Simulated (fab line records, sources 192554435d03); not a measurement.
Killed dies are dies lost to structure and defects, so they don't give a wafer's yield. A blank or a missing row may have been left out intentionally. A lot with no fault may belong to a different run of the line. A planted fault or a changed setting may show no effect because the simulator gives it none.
Which of the tools did it?    flow n5-finfet    12 lots with 36 wafers sampled at 2 steps, on a route of 1938 steps

## WHAT THE GAUGES SHOWED, per wafer
N5_PASSIVATION_CD_MEAS_10: target cd 3000 nm.
lot   measured      on         cd-nm (nm)
L506  day 11 17:16  cd-sem-01  2999.1 3002.8 3005.3
L507  day 12 04:52  cd-sem-01  2995.6 2998.2 2998.0
L508  day 12 05:46  cd-sem-03  2996.6 2994.8 3001.0
L509  day 12 09:01  cd-sem-01  3001.7 3001.3 2996.9
L512  day 13 02:19  cd-sem-01  3000.6 3002.1 2996.0
L514  day 13 19:02  cd-sem-02  2994.2 2998.9 3000.1
L521  day 15 15:31  cd-sem-02  2996.2 3001.1 3004.0
L523  day 16 05:57  cd-sem-03  2999.9 2999.4 2997.2
L524  day 16 06:53  cd-sem-02  3000.4 3003.2 3003.1
L525  day 16 17:46  cd-sem-01  3005.5 3002.0 3004.3
L527  day 17 00:25  cd-sem-01  2997.6 2994.8 3001.4
L528  day 17 14:55  cd-sem-01  3002.4 2999.5 3004.4

## EACH LOT AND THE TOOL THAT RAN IT (in order: tool; ch and the chambers of the sampled wafers; start)
lot   N5_DUMMY_REMOVAL_PRECLEAN_04
L506  wet-bench-03 ch 2,4,5, day 3 22:47
L507  wet-bench-04 ch 1,4,7, day 4 09:04
L508  wet-bench-06 ch 0,5,6, day 4 11:00
L509  wet-bench-04 ch 4,6,7, day 4 21:19
L512  wet-bench-06 ch 0,5,6, day 5 10:05
L514  wet-bench-04 ch 0,5,6, day 6 01:10
L521  wet-bench-03 ch 0,5,6, day 7 19:31
L523  wet-bench-04 ch 2,3,7, day 8 04:10
L524  wet-bench-06 ch 2,4,6, day 8 12:54
L525  wet-bench-06 ch 0,1,4, day 8 16:41
L527  wet-bench-03 ch 2,4,7, day 9 05:11
L528  wet-bench-06 ch 2,4,6, day 9 11:38
- N5_DUMMY_REMOVAL_PRECLEAN_04: cleans in DHF, time 37 s.

## AS READ BY THE TOOLS THEMSELVES (means over the sampled wafers that have a number; for cases with no such wafer, the mark the record gives instead)
N5_DUMMY_REMOVAL_PRECLEAN_04.
lot   tool          temp-c (C)
L506  wet-bench-03  25.08
L507  wet-bench-04  25.00
L508  wet-bench-06  25.02
L509  wet-bench-04  25.03
L512  wet-bench-06  24.98
L514  wet-bench-04  25.05
L521  wet-bench-03  24.97
L523  wet-bench-04  25.05
L524  wet-bench-06  25.10
L525  wet-bench-06  24.96
L527  wet-bench-03  25.01
L528  wet-bench-06  25.06

## THE ANSWER, worked out from the rows above alone
Rule: the usual values come from the lots themselves. Put in order of their means at a reading, lots are off if they are a third of the lots or fewer, leave a main group of 4 or more, and stand apart from it by a gap of 3 or more times the standard deviation of the main group's means; of several such gaps the widest counts. A main group whose means are all the same, to the digits that the tables above print for the reading, isn't used. A lot without any number at a reading at which 4 lots or more have one is off too. The other lots that the step has rows for count as sound. First the gauges in route order, then the tools' own readings, where a lot's mean is used as printed above. At the first step where some lot is off, the reading lying furthest off is the one used; lots without a number count as furthest.
Across all readings shown, no lot is off: no conclusion can be drawn from this.

## WHAT THE SIMULATOR PUT IN
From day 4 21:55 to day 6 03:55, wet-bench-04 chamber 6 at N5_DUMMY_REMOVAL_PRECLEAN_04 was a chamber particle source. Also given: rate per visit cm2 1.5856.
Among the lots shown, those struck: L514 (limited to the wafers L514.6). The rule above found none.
